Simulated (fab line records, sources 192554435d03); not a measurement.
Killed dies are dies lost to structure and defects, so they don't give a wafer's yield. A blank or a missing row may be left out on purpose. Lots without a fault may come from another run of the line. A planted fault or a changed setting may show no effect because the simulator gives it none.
Chamber matching | flow n5_finfet | N5_FIN_SAQP_PECVD_47 on pecvd-01: 3 sister chambers
The step deposits a-Si from SiH4/He, target thk 45 nm, time 36.3 s. 3 wafers are shown with their chamber, then 10 later ones without.

WAFERS WITH THEIR CHAMBER
wafer  | chamber | showerhead_plenum_p_Torr (Torr)
L082.1 | 1       | 5.58
L087.1 | 0       | 5.76
L087.4 | 2       | 5.52

WAFERS WITHOUT THEIR CHAMBER
wafer  | showerhead_plenum_p_Torr (Torr)
L087.5 | 5.76
L088.2 | 5.51
L088.4 | 5.76
L088.6 | 5.57
L090.3 | 5.51
L090.5 | 5.51
L090.6 | 5.57
L094.1 | 5.76
L094.2 | 5.58
L094.4 | 5.51

WHICH CHAMBER EACH WENT THROUGH
wafer  | from the rows above | in truth
L087.5 | 0                   | 0
L088.2 | 2                   | 2
L088.4 | 0                   | 0
L088.6 | 1                   | 1
L090.3 | 2                   | 2
L090.5 | 2                   | 2
L090.6 | 1                   | 1
L094.1 | 0                   | 0
L094.2 | 1                   | 1
L094.4 | 2                   | 2
Placed correctly: 10 of 10. Can't be placed from these rows: 0. Placed wrongly: 0.
How it was worked out, from the rows above alone: a wafer's distance from a chamber is the root of the sum, over the readings, of the square of ((its reading less the chamber's mean) divided by the reading's scatter). The wafer belongs to the nearest chamber; if the next one is less than 2 further off, it can't be placed. A chamber's mean is the mean of its shown wafers. The scatter: with one shown wafer a chamber, the root of the mean of the squares of how far each hidden wafer lies from its nearest shown one.
